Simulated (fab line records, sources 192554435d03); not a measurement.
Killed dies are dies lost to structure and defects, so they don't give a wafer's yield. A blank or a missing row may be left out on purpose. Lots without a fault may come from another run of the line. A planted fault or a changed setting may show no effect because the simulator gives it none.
Chamber matching | flow n5_finfet | N5_BEOL_M2_ETCHBACK_99 on rie_diel-01: 4 sister chambers
The step etches SiO2 in CHF3, target depth 5 nm, time 10.4 s. 18 wafers are shown with their chamber, then 9 later ones without.

WAFERS WITH THEIR CHAMBER
wafer  | chamber | showerhead_plenum_p_Torr (Torr) | drypump_motor_current_A (A) | rf_vpp_V (V)
L074.2 | 2       | 2.15                            | 5.6                         | 234.3
L074.3 | 3       | 2.28                            | 6.2                         | 241.2
L074.6 | 0       | 2.21                            | 6.1                         | 238.3
L078.1 | 2       | 2.15                            | 5.5                         | 235.3
L078.2 | 1       | 2.10                            | 5.9                         | 238.3
L078.5 | 2       | 2.15                            | 5.6                         | 236.2
L080.1 | 1       | 2.10                            | 5.9                         | 237.5
L080.3 | 2       | 2.15                            | 5.6                         | 234.7
L080.5 | 1       | 2.10                            | 5.9                         | 238.6
L082.3 | 3       | 2.28                            | 6.2                         | 243.5
L082.4 | 2       | 2.15                            | 5.6                         | 233.9
L082.5 | 2       | 2.15                            | 5.6                         | 235.6
L084.2 | 1       | 2.10                            | 5.9                         | 236.7
L084.5 | 1       | 2.10                            | 5.9                         | 235.8
L084.6 | 0       | 2.20                            | 6.2                         | 238.6
L088.1 | 1       | 2.09                            | 5.9                         | 238.3
L088.2 | 0       | 2.20                            | 6.2                         | 239.0
L088.4 | 2       | 2.14                            | 5.6                         | 235.0

SIGNATURES (means of the wafers above)
reading                  | chamber 0 | chamber 1 | chamber 2 | chamber 3 | scatter within a chamber
showerhead_plenum_p_Torr | 2.2033    | 2.0983    | 2.1486    | 2.2800    | 0.0041
drypump_motor_current_A  | 6.167     | 5.900     | 5.586     | 6.200     | 0.033
rf_vpp_V                 | 238.633   | 237.533   | 235.000   | 242.350   | 0.948
Rule: a wafer's distance from a chamber is the root of the sum, over the readings, of the square of ((its reading less the chamber's mean) divided by the reading's scatter). The wafer belongs to the nearest chamber; if the next one is less than 2 further off, it can't be placed. The scatter: the root of (the sum of the squares of (reading less its chamber's mean) over the shown wafers, divided by (wafers less chambers)).

WAFERS WITHOUT THEIR CHAMBER
wafer  | showerhead_plenum_p_Torr (Torr) | drypump_motor_current_A (A) | rf_vpp_V (V)
L089.1 | 2.20                            | 6.2                         | 238.1
L089.5 | 2.09                            | 5.9                         | 236.5
L089.6 | 2.14                            | 5.6                         | 236.2
L091.1 | 2.09                            | 5.9                         | 237.2
L091.4 | 2.14                            | 5.6                         | 234.4
L091.5 | 2.09                            | 5.9                         | 237.4
L094.1 | 2.14                            | 5.6                         | 232.9
L094.4 | 2.19                            | 6.2                         | 238.9
L094.5 | 2.09                            | 5.9                         | 236.8

WHICH CHAMBER EACH WENT THROUGH
wafer  | from the rows above | in truth
L089.1 | 0                   | 0
L089.5 | 1                   | 1
L089.6 | 2                   | 2
L091.1 | 1                   | 1
L091.4 | 2                   | 2
L091.5 | 1                   | 1
L094.1 | 2                   | 2
L094.4 | 0                   | 0
L094.5 | 1                   | 1
Placed correctly: 9 of 9. Can't be placed from these rows: 0. Placed wrongly: 0.
